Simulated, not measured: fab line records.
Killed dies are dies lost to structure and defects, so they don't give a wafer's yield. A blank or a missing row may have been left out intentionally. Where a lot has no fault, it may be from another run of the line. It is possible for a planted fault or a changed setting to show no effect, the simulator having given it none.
Chamber matching | flow nand harc | ald hk-02 running NHARC_A_CHANNEL_FILL_D2_ALD_16: 4 sister chambers
The step deposits SiO2, target thk 1.5 nm, pulse time 10 s, ald cycles 15. 4 wafers are shown with their chamber, then 9 later ones without.

== WAFERS WITH THEIR CHAMBER ==
wafer  | chamber | heater power w (W)
L086.5 | 2       | 428
L091.1 | 1       | 443
L091.3 | 0       | 519
L091.4 | 3       | 530

== WAFERS MISSING THEIR CHAMBER ==
wafer  | heater power w (W)
L090.1 | 428
L090.2 | 531
L090.4 | 536
L093.1 | 535
L093.2 | 538
L093.4 | 447
L097.2 | 432
L097.3 | 541
L097.4 | 419

== THE CHAMBER EACH PASSED THROUGH ==
wafer  | from the rows above     | in truth
L090.1 | 2                       | 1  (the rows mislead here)
L090.2 | can't be placed: 3 or 0 | 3
L090.4 | can't be placed: 3 or 0 | 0
L093.1 | can't be placed: 3 or 0 | 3
L093.2 | can't be placed: 3 or 0 | 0
L093.4 | 1                       | 1
L097.2 | can't be placed: 2 or 1 | 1
L097.3 | can't be placed: 3 or 0 | 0
L097.4 | 2                       | 2
Correctly placed: 2 of 9. Unplaceable from these rows: 6, with the true chamber sitting among the candidates in 6. Placed wrongly: 1.
How it was worked out, from the rows above alone: a wafer's distance from a chamber is the root of the sum, over the readings, of the square of ((its reading less the chamber's mean) divided by the reading's scatter). The wafer belongs to the nearest chamber; if the next one is less than 2 further off, it can't be placed. A chamber's mean is the mean of its shown wafers. The scatter (one wafer shown for each chamber): square how far every hidden wafer sits from the nearest shown wafer, average those squares and take the square root.
